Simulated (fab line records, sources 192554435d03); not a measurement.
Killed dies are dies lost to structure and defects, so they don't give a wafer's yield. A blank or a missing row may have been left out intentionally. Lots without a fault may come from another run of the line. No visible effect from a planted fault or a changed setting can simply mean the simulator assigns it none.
Which tool is to blame? | flow n5Finfet | 12 lots, 36 wafers sampled, at 2 steps of a route of 1938

WHAT THE GAUGES SHOWED, per wafer
N5_BEOL_M11_OCD_MEAS_38.
lot  | measured     | on     | trenchDepthNm (nm)
L075 | day 10 05:19 | ocd-02 | 153.2 153.9 150.6
L077 | day 11 01:32 | ocd-01 | 148.9 148.2 147.3
L081 | day 12 01:08 | ocd-02 | 146.4 144.9 149.7
L080 | day 12 04:28 | ocd-01 | 147.6 148.3 149.4
L083 | day 13 01:53 | ocd-02 | 147.7 147.5 147.9
L085 | day 13 14:02 | ocd-01 | 146.5 144.5 145.5
L088 | day 14 03:22 | ocd-01 | 154.4 155.5 154.2
L089 | day 14 09:40 | ocd-01 | 148.8 152.3 148.1
L090 | day 14 18:37 | ocd-01 | 147.4 145.9 147.6
L092 | day 15 11:23 | ocd-02 | 145.7 150.4 153.6
L097 | day 15 19:32 | ocd-01 | 146.0 150.9 149.9
L096 | day 15 22:16 | ocd-01 | 146.0 144.2 147.9

EACH LOT AND THE TOOL THAT RAN IT (in order: tool; ch and the chambers of the sampled wafers; start)
lot  | N5_BEOL_M11_CURE_71
L075 | uvCure-03 ch 0, day 10 01:08
L077 | uvCure-03 ch 1, day 10 21:04
L081 | uvCure-01 ch 2, day 11 20:22
L080 | uvCure-02 ch 0, day 12 00:06
L083 | uvCure-03 ch 2, day 12 20:47
L085 | uvCure-01 ch 2, day 13 07:41
L088 | uvCure-03 ch 2, day 13 20:50
L089 | uvCure-03 ch 2, day 14 07:02
L090 | uvCure-01 ch 1, day 14 15:28
L092 | uvCure-02 ch 1, day 15 06:14
L097 | uvCure-02 ch 1, day 15 14:33
L096 | uvCure-03 ch 2, day 15 19:02
- N5_BEOL_M11_CURE_71: cures SiCOH lowk, time 240 s.

THE ANSWER, worked out from the rows above alone
Rule: usual is defined by the lots themselves. The widest of any qualifying gaps counts: lots, ordered by their means at a reading, are off when they make up no more than a third of the lots, leave a main group of 4 or more, and stand apart from it by 3 or more times the standard deviation of that group's means. A main group whose means are all the same, to the digits that the tables above print for the reading, isn't used. Also off: a lot with no number at a reading for which 4 or more lots have one. Any other lot the step has rows for is counted as sound.
Nothing can be told from this: no lot is off at any reading shown.

WHAT THE SIMULATOR HAD PUT IN
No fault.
